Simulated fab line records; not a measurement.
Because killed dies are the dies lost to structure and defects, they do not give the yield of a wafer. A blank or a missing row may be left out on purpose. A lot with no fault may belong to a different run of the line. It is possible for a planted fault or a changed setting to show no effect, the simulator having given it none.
fab line records -- flow nand-harc
[record] lots = 14, wafers = 42, last-day = 34
route steps=1302 shown P_CONTACT@233 P_M0@253
lots that met no fault: from a run of the same line without faults
start-h: the number of hours between the record's first day and the start of the first shown wafer of the lot -- wait-h: hours from the lot's prior step to this one -- " identical to the entry in the row above -- L1.1+2: a single row standing in for several wafers -- - value missing, or start not given -- * or withheld: withheld -- < > ~ a bound
route shown NAME@n: names a module that has steps shown in the file, with the first one's number in the route -- usual: average and standard deviation across the fault-free wafers -- same: alike in all rows -- chamber/n: place in a boat -- sites: per-site readings -- _std_site: how widely they spread, as a standard deviation -- _edge_site: inner sites' mean taken away from outer sites' mean -- radius-mm: how far each site lies from the wafer's centre -- mask NAME#n: copy n -- behind: the last tool/chamber to shape the wafer -- hold: reason for holding the lot/hours on hold/outcome of the hold -- device: which transistor (n, p or np) failed to switch -- end of line: tests run on the same wafers once the route is complete -- a step with no rows: only its recipe -- killed: dies that structure and defects cost at the first sort, which is not the same as the wafer's yield -- map: dies across one wafer; x = killed, . = not, _ = none there
set.NAME: the setting that was run; set.NAME@STEP: the one run at that earlier step -- model.NAME: the simulator's own value behind a step, which no gauge read
steps of the route over a sample of lots; a table a step, a row a wafer
services: the hour from which a tool's chamber was out of use, counted from the record's first day as start-h (under 0 if before that day), plus the number of hours and why
[[steps]]
[step NHARC_P_CONTACT_OVL_MEAS_13]
[usual] overlay-x-nm = 0.1/0.7, overlay-y-nm = 0.2/0.86
lot.wafer,tool,chamber,start-h,wait-h,overlay-x-nm,overlay-y-nm
L815.3,overlay-01,-,126.32,-,0.0,1.7
L815.5,overlay-01,-,126.32,-,-0.9,1.2
L815.6,overlay-01,-,126.32,-,-0.1,1.2
L816.2,overlay-01,-,132.83,-,0.1,0.6
L816.4,overlay-01,-,132.83,-,-0.3,-0.2
L816.5,overlay-01,-,132.83,-,0.4,0.6
L817.1,overlay-02,-,134.28,-,0.1,1.4
L817.3,overlay-02,-,134.28,-,0.7,0.5
L817.4,overlay-02,-,134.28,-,0.4,0.8
L819.2,overlay-01,-,158.57,-,-0.4,-0.6
L819.3,overlay-01,-,158.57,-,-0.7,0.1
L819.4,overlay-01,-,158.57,-,-0.5,-0.3
L820.1,overlay-02,-,170.87,-,1.4,0.8
L820.3,overlay-02,-,170.87,-,1.2,-0.2
L820.4,overlay-02,-,170.87,-,0.9,0.8
L822.3,overlay-01,-,187.84,-,-1.6,0.7
L822.5,overlay-01,-,187.84,-,-2.0,0.8
L822.6,overlay-01,-,187.84,-,-1.4,0.7
L830.1,overlay-02,-,265.98,-,-0.5,0.0
L830.3,overlay-02,-,265.98,-,0.1,0.0
L830.6,overlay-02,-,265.98,-,-0.5,0.0
L832.2,overlay-01,-,293.59,-,0.3,0.5
L832.3,overlay-01,-,293.59,-,0.7,0.4
L832.5,overlay-01,-,293.59,-,0.5,-0.1
L833.2,overlay-01,-,299.51,-,-0.4,-1.4
L833.3,overlay-01,-,299.51,-,-0.5,-1.5
L833.5,overlay-01,-,299.51,-,-0.8,-1.7
L834.2,overlay-01,-,314.23,-,0.2,0.0
L834.4,overlay-01,-,314.23,-,0.1,-0.7
L834.5,overlay-01,-,314.23,-,-0.4,-0.5
L835.2,overlay-02,-,319.76,-,0.8,-1.4
L835.3,overlay-02,-,319.76,-,0.8,-1.7
L835.5,overlay-02,-,319.76,-,0.9,-1.1
L836.3,overlay-01,-,329.75,-,0.2,0.1
L836.4,overlay-01,-,329.75,-,-0.2,0.6
L836.6,overlay-01,-,329.75,-,0.0,-0.1
L837.1,overlay-02,-,338.21,-,0.0,-0.1
L837.3,overlay-02,-,338.21,-,-0.2,0.1
L837.4,overlay-02,-,338.21,-,-0.3,0.2
L838.1,overlay-01,-,351.46,-,0.0,-0.1
L838.4,overlay-01,-,351.46,-,0.2,-0.8
L838.5,overlay-01,-,351.46,-,0.6,-0.4
[step NHARC_P_CONTACT_DESCUM_17]
[recipe] time-s = 3, o2-flow-sccm = 200, ar-flow-sccm = 0, bias-power-w = 0, chemistry = O2
[usual] drypump-motor-current-A = 5.3/0.35, oes-product-au = 0.997/0.016, rf-vpp-V = 57.8/0.88, showerhead-plenum-p-Torr = 1.92/0.089, throttle-valve-pct = 11.312/0.0094
lot.wafer,tool,chamber,start-h,wait-h,drypump-motor-current-A,oes-product-au,rf-hours-counter-h,rf-vpp-V,showerhead-plenum-p-Torr,throttle-valve-pct
L815.3,rie-diel-06,3,126.41,0.1,5.5,1.005,8.8,58.8,2.01,11.315
L815.5,rie-diel-06,3,126.41,0.1,5.5,0.999,-,59.7,2.01,11.328
L815.6,rie-diel-06,0,126.41,0.1,5.3,1.010,-,58.1,1.92,11.325
L816.2,rie-diel-04,2,132.95,0.1,5.6,1.018,2.9,57.6,1.96,11.310
L816.4,rie-diel-04,3,132.95,0.1,5.5,1.012,3.2,58.6,1.91,11.306
L816.5,rie-diel-04,1,132.95,0.1,5.3,1.007,-,57.6,2.04,11.325
L817.1,rie-diel-04,1,134.38,0.1,5.3,1.017,3.7,57.7,2.04,11.310
L817.3,rie-diel-04,3,134.38,0.1,5.6,1.014,3.5,58.6,1.91,11.313
L817.4,rie-diel-04,0,134.38,0.1,4.9,1.007,3.8,56.6,1.93,11.312
L819.4,rie-diel-13,3,158.68,0.1,5.3,0.990,3.9,57.6,1.80,11.314
L819.3,rie-diel-13,0,158.68,0.1,4.8,1.033,3.9,57.9,1.80,11.316
L819.2,rie-diel-13,1,158.68,0.1,6.0,1.020,3.7,57.6,1.79,11.307
L820.4,rie-diel-04,0,170.98,0.1,4.9,0.995,5.1,56.9,1.93,11.304
L820.1,rie-diel-04,1,170.98,0.1,5.3,1.002,4.9,57.8,2.04,11.307
L820.3,rie-diel-04,2,170.98,0.1,5.6,1.007,4.3,57.5,1.96,11.311
L822.3,rie-diel-13,2,187.95,0.1,5.5,0.974,0.3,58.6,2.04,11.332
L822.6,rie-diel-13,0,187.95,0.1,4.8,1.026,-,56.9,1.79,11.299
L822.5,rie-diel-13,1,187.95,0.1,6.0,1.005,-,57.4,1.79,11.297
L830.1,rie-diel-04,0,266.09,0.1,4.8,0.992,2.3,57.3,1.93,11.318
L830.3,rie-diel-04,1,266.09,0.1,5.3,0.991,1.3,58.1,2.04,11.300
L830.6,rie-diel-04,3,266.09,0.1,5.5,0.992,-,58.5,1.91,11.312
L832.2,rie-diel-06,1,293.70,0.1,5.0,0.988,8.0,57.5,1.99,11.304
L832.3,rie-diel-06,3,293.70,0.1,5.5,0.981,6.3,58.0,2.01,11.306
L832.5,rie-diel-06,0,293.70,0.1,5.3,1.007,-,58.0,1.92,11.323
L833.2,rie-diel-06,1,299.61,0.1,5.0,0.988,8.4,56.9,1.99,11.329
L833.3,rie-diel-06,3,299.61,0.1,5.5,0.988,6.9,58.5,2.01,11.301
L833.5,rie-diel-06,2,299.61,0.1,5.4,1.014,-,57.5,1.86,11.308
L834.4,rie-diel-13,0,314.32,0.1,4.8,1.023,3.8,56.1,1.79,11.311
L834.2,rie-diel-13,2,314.32,0.1,5.5,0.982,3.3,58.4,2.04,11.311
L834.5,rie-diel-13,0,314.32,0.1,4.8,1.020,-,58.7,1.79,11.298
L835.2,rie-diel-04,1,319.86,0.1,5.3,0.981,2.6,59.7,2.04,11.306
L835.3,rie-diel-04,0,319.86,0.1,4.8,0.987,3.8,58.1,1.93,11.309
L835.5,rie-diel-04,3,319.86,0.1,5.5,0.986,-,57.5,1.91,11.306
L836.4,rie-diel-04,1,329.85,0.1,5.3,0.984,3.2,58.4,2.04,11.309
L836.3,rie-diel-04,3,329.85,0.1,5.6,0.998,3.9,56.9,1.91,11.297
L836.6,rie-diel-04,1,329.85,0.1,5.3,1.000,-,58.5,2.04,11.320
L837.1,rie-diel-04,2,338.31,0.1,5.6,0.981,4.3,57.2,1.96,11.295
L837.3,rie-diel-04,0,338.31,0.1,4.9,0.994,4.8,57.5,1.93,11.327
L837.4,rie-diel-04,1,338.31,0.1,5.3,0.996,3.6,57.3,2.04,11.318
L838.4,rie-diel-13,0,351.56,0.1,4.8,1.010,0,57.5,1.79,11.316
L838.1,rie-diel-13,3,351.56,0.1,5.3,0.990,0,57.0,1.80,11.301
L838.5,rie-diel-13,0,351.56,0.1,4.8,1.005,-,57.9,1.79,11.314
[step NHARC_P_M0_DEP_00]
[recipe] target-thk-a = 1500, target-thk-nm = 150, temp-c = withheld, pressure-torr = 5, flow-sccm = 200, rf-w = 600, material = SiOC
[usual] chamber-pressure-Torr = 5.000/0.01, rf-fwd-power-W = 598.5/2
lot.wafer,tool,chamber,start-h,wait-h,chamber-pressure-Torr,rf-fwd-power-W
L815.3,pecvd-01,0,129.55,0.1,4.999,595.3
L815.5,pecvd-01,1,129.55,0.1,4.996,598.7
L815.6,pecvd-01,2,129.55,0.1,4.992,599.1
L816.2,pecvd-04,2,136.14,0.1,4.998,600.6
L816.4,pecvd-04,2,136.14,0.1,5.015,600.3
L816.5,pecvd-04,2,136.14,0.1,4.992,599.1
L817.3,pecvd-03,2,138.01,0.6,4.999,599.1
L817.1,pecvd-03,0,138.01,0.6,5.010,597.6
L817.4,pecvd-03,2,138.01,0.6,4.994,599.8
L819.2,pecvd-03,2,162.02,0.3,-,-
L819.3,pecvd-03,0,162.02,0.3,-,-
L819.4,pecvd-03,0,162.02,0.3,-,-
L820.3,pecvd-03,2,174.13,0.1,-,-
L820.1,pecvd-03,1,174.13,0.1,-,-
L820.4,pecvd-03,0,174.13,0.1,-,-
L822.3,pecvd-01,1,191.18,0.2,4.998,599.3
L822.5,pecvd-01,2,191.18,0.2,4.999,597.9
L822.6,pecvd-01,0,191.18,0.2,5.011,596.1
L830.1,pecvd-03,1,269.28,0.1,5.001,597.7
L830.3,pecvd-03,0,269.28,0.1,4.990,598.2
L830.6,pecvd-03,0,269.28,0.1,4.996,599.0
L832.2,pecvd-03,1,296.83,0.1,5.005,597.9
L832.3,pecvd-03,2,296.83,0.1,4.993,601.3
L832.5,pecvd-03,1,296.83,0.1,4.987,598.1
L833.2,pecvd-01,0,302.80,0.1,5.012,599.1
L833.3,pecvd-01,1,302.80,0.1,5.000,600.2
L833.5,pecvd-01,2,302.80,0.1,5.011,598.9
L834.2,pecvd-03,1,317.51,0.1,5.003,599.9
L834.4,pecvd-03,1,317.51,0.1,5.005,600.8
L834.5,pecvd-03,2,317.51,0.1,5.001,600.8
L835.2,pecvd-03,1,323.15,0.1,4.980,596.2
L835.3,pecvd-03,0,323.15,0.1,5.002,598.5
L835.5,pecvd-03,0,323.15,0.1,5.005,599.6
L836.3,pecvd-03,1,333.04,0.1,5.007,598.7
L836.4,pecvd-03,1,333.04,0.1,5.004,599.4
L836.6,pecvd-03,2,333.04,0.1,5.004,596.4
L837.1,pecvd-01,2,341.45,0.1,4.999,594.7
L837.3,pecvd-01,0,341.45,0.1,5.016,599.2
L837.4,pecvd-01,0,341.45,0.1,5.007,597.3
L838.1,pecvd-01,2,354.78,0.1,4.994,599.1
L838.4,pecvd-01,1,354.78,0.1,5.011,597.2
L838.5,pecvd-01,1,354.78,0.1,4.998,597.7
[step NHARC_P_M0_CD_MEAS_09]
[recipe] target-cd-nm = 90, landing-energy-ev = 500
[usual] cd-nm = 90.3/0.83
lot.wafer,tool,chamber,start-h,wait-h,cd-nm
L815.3,cd-sem-02,0,130.40,-,89.4
L815.5,cd-sem-02,0,130.40,-,89.5
L815.6,cd-sem-02,0,130.40,-,90.4
L816.2,cd-sem-03,0,136.91,-,91.9
L816.4,cd-sem-03,0,136.91,-,90.6
L816.5,cd-sem-03,0,136.91,-,89.2
L817.1,cd-sem-01,0,138.80,-,89.8
L817.3,cd-sem-01,0,138.80,-,90.0
L817.4,cd-sem-01,0,138.80,-,89.6
L819.2,cd-sem-01,0,162.84,-,91.6
L819.3,cd-sem-01,0,162.84,-,90.6
L819.4,cd-sem-01,0,162.84,-,91.6
L820.1,cd-sem-02,0,174.84,-,90.8
L820.3,cd-sem-02,0,174.84,-,90.7
L820.4,cd-sem-02,0,174.84,-,90.8
L822.3,cd-sem-02,0,191.92,-,90.3
L822.5,cd-sem-02,0,191.92,-,91.9
L822.6,cd-sem-02,0,191.92,-,89.5
L830.1,cd-sem-02,0,270.06,-,90.4
L830.3,cd-sem-02,0,270.06,-,91.0
L830.6,cd-sem-02,0,270.06,-,90.9
L832.2,cd-sem-01,0,297.67,-,90.6
L832.3,cd-sem-01,0,297.67,-,91.1
L832.5,cd-sem-01,0,297.67,-,92.0
L833.2,cd-sem-02,0,303.60,-,90.6
L833.3,cd-sem-02,0,303.60,-,89.6
L833.5,cd-sem-02,0,303.60,-,89.7
L834.2,cd-sem-01,0,318.34,-,89.1
L834.4,cd-sem-01,0,318.34,-,90.4
L834.5,cd-sem-01,0,318.34,-,90.0
L835.2,cd-sem-02,0,323.98,-,89.4
L835.3,cd-sem-02,0,323.98,-,89.8
L835.5,cd-sem-02,0,323.98,-,90.5
L836.3,cd-sem-03,0,333.71,-,90.8
L836.4,cd-sem-03,0,333.71,-,89.9
L836.6,cd-sem-03,0,333.71,-,90.3
L837.1,cd-sem-01,0,342.19,-,90.1
L837.3,cd-sem-01,0,342.19,-,91.0
L837.4,cd-sem-01,0,342.19,-,90.4
L838.1,cd-sem-02,0,355.54,-,89.6
L838.4,cd-sem-02,0,355.54,-,89.4
L838.5,cd-sem-02,0,355.54,-,88.7
[[services]]
tool,chamber,start-h,hours,kind
rie-diel-13,2,104.89,2.6,repair
pecvd-01,-,130.00,13.0,pm
rie-diel-06,-,130.20,9.0,pm
rie-diel-13,3,154.41,2.4,repair
rie-diel-04,3,154.68,3.9,repair
rie-diel-13,2,160.93,2.7,repair
rie-diel-13,-,165.01,9.0,pm
pecvd-03,0,169.76,4.0,repair
rie-diel-04,-,177.93,9.0,pm
pecvd-03,-,185.19,13.0,pm
rie-diel-04,1,190.74,25.3,repair
rie-diel-04,2,192.19,5.4,repair
rie-diel-04,3,196.36,3.9,repair
rie-diel-13,0,210.73,3.9,repair
rie-diel-13,3,211.52,1.3,repair
rie-diel-06,1,245.60,1.4,repair
pecvd-01,2,252.67,8.8,repair
pecvd-03,2,266.64,9.7,repair
pecvd-01,-,311.27,13.0,pm
rie-diel-04,2,312.69,9.3,repair
rie-diel-13,-,342.01,9.0,pm
rie-diel-04,1,343.75,5.5,repair
pecvd-01,0,345.68,12.7,repair
rie-diel-04,-,354.93,9.0,pm
[[key]]
[first-sign] step = NHARC_P_M0_DEP_00, reading = tool-record, direction = missing
effect none on later readings
met-at NHARC_P_M0_DEP_00
struck-lots L819,L820
later-rows-left-out L819.2,L819.3,L819.4,L820.1,L820.3,L820.4
sort-left-out L819.2,L819.3,L819.4,L820.1,L820.3,L820.4
not-acting-at NHARC_P_CONTACT_OVL_MEAS_13,NHARC_P_CONTACT_DESCUM_17,NHARC_P_M0_CD_MEAS_09
onset-between 138.01 162.02
[fault] kind = skipped-step-whole, tool = pecvd-03, chamber = -, onset-h = 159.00, steps = NHARC_P_M0_DEP_00, scope = struck-lots-only
// sort-left-out: the simulated sort isn't trusted on such a fault, so these wafers' sort isn't shown, and their yield isn't known
// later-rows-left-out: the simulator's readings of these wafers behind a module that went badly wrong aren't trusted and aren't shown, but for the sort
